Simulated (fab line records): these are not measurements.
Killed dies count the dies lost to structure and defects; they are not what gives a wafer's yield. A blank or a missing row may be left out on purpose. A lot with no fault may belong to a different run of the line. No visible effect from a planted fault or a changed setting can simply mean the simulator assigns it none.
Matching of chambers :: flow nandHarc :: NHARC_A_STAIRCASE_TRIM_229 on rieDiel-03 has 4 sister chambers
The step chemistry O2, time 211.2 s. 14 wafers are shown with their chamber, then 7 later ones without.

## EACH WAFER AND ITS CHAMBER
wafer: L075.1
chamber: 1
showerheadPlenumPTorr (Torr): 3.38
throttleValvePct (%): 17.043
rfVppV (V): 58.3

wafer: L075.4
chamber: 1
showerheadPlenumPTorr (Torr): 3.38
throttleValvePct (%): 17.037
rfVppV (V): 59.7

wafer: L075.6
chamber: 1
showerheadPlenumPTorr (Torr): 3.38
throttleValvePct (%): 17.042
rfVppV (V): 56.7

wafer: L078.1
chamber: 2
showerheadPlenumPTorr (Torr): 3.68
throttleValvePct (%): 17.041
rfVppV (V): 58.9

wafer: L078.2
chamber: 3
showerheadPlenumPTorr (Torr): 3.67
throttleValvePct (%): 17.043
rfVppV (V): 58.3

wafer: L078.6
chamber: 0
showerheadPlenumPTorr (Torr): 3.34
throttleValvePct (%): 17.032
rfVppV (V): 55.5

wafer: L079.2
chamber: 3
showerheadPlenumPTorr (Torr): 3.66
throttleValvePct (%): 17.041
rfVppV (V): 58.1

wafer: L079.5
chamber: 1
showerheadPlenumPTorr (Torr): 3.37
throttleValvePct (%): 17.037
rfVppV (V): 58.5

wafer: L079.6
chamber: 2
showerheadPlenumPTorr (Torr): 3.67
throttleValvePct (%): 17.034
rfVppV (V): 57.6

wafer: L083.1
chamber: 1
showerheadPlenumPTorr (Torr): 3.37
throttleValvePct (%): 17.051
rfVppV (V): 57.4

wafer: L083.2
chamber: 3
showerheadPlenumPTorr (Torr): 3.66
throttleValvePct (%): 17.041
rfVppV (V): 59.1

wafer: L083.4
chamber: 0
showerheadPlenumPTorr (Torr): 3.33
throttleValvePct (%): 17.025
rfVppV (V): 57.0

wafer: L087.2
chamber: 3
showerheadPlenumPTorr (Torr): 3.65
throttleValvePct (%): 17.052
rfVppV (V): 58.9

wafer: L087.5
chamber: 2
showerheadPlenumPTorr (Torr): 3.66
throttleValvePct (%): 17.036
rfVppV (V): 58.4

SIGNATURES (means of the wafers above)
reading: showerheadPlenumPTorr
chamber 0: 3.3350
chamber 1: 3.3760
chamber 2: 3.6700
chamber 3: 3.6600
scatter within a chamber: 0.00755

reading: throttleValvePct
chamber 0: 17.02850
chamber 1: 17.04200
chamber 2: 17.03700
chamber 3: 17.04425
scatter within a chamber: 0.00515

reading: rfVppV
chamber 0: 56.250
chamber 1: 58.120
chamber 2: 58.300
chamber 3: 58.600
scatter within a chamber: 0.887
Rule: a wafer lies at a distance from a chamber equal to the root of the sum of squares, over the readings, of (its reading less the chamber's mean, divided by the reading's scatter). If the next closest chamber is less than 2 further off than the closest, the wafer can't be placed; otherwise it belongs to the closest. The scatter is the square root of a quotient: the sum, over the shown wafers, of each reading's squared deviation from its chamber's mean, divided by wafers minus chambers.

## WAFERS MISSING THEIR CHAMBER
wafer: L087.6
showerheadPlenumPTorr (Torr): 3.65
throttleValvePct (%): 17.035
rfVppV (V): 59.1

wafer: L092.1
showerheadPlenumPTorr (Torr): 3.65
throttleValvePct (%): 17.035
rfVppV (V): 57.0

wafer: L092.4
showerheadPlenumPTorr (Torr): 3.64
throttleValvePct (%): 17.041
rfVppV (V): 57.4

wafer: L092.6
showerheadPlenumPTorr (Torr): 3.32
throttleValvePct (%): 17.028
rfVppV (V): 56.1

wafer: L094.1
showerheadPlenumPTorr (Torr): 3.35
throttleValvePct (%): 17.045
rfVppV (V): 58.1

wafer: L094.3
showerheadPlenumPTorr (Torr): 3.65
throttleValvePct (%): 17.025
rfVppV (V): 59.3

wafer: L094.6
showerheadPlenumPTorr (Torr): 3.35
throttleValvePct (%): 17.037
rfVppV (V): 58.3

## THE CHAMBER EACH PASSED THROUGH
wafer: L087.6
from the rows above: can't be placed: 3 or 2
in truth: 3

wafer: L092.1
from the rows above: can't be placed: 3 or 2
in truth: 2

wafer: L092.4
from the rows above: can't be placed: 3 or 2
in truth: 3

wafer: L092.6
from the rows above: 0
in truth: 0

wafer: L094.1
from the rows above: can't be placed: 1 or 0
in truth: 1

wafer: L094.3
from the rows above: can't be placed: 2 or 3
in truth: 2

wafer: L094.6
from the rows above: can't be placed: 0 or 1
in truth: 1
1 of 7 placed correctly. Cannot be placed on the basis of these rows: 6; the candidates contain the true chamber in 6. Placed wrongly: 0.
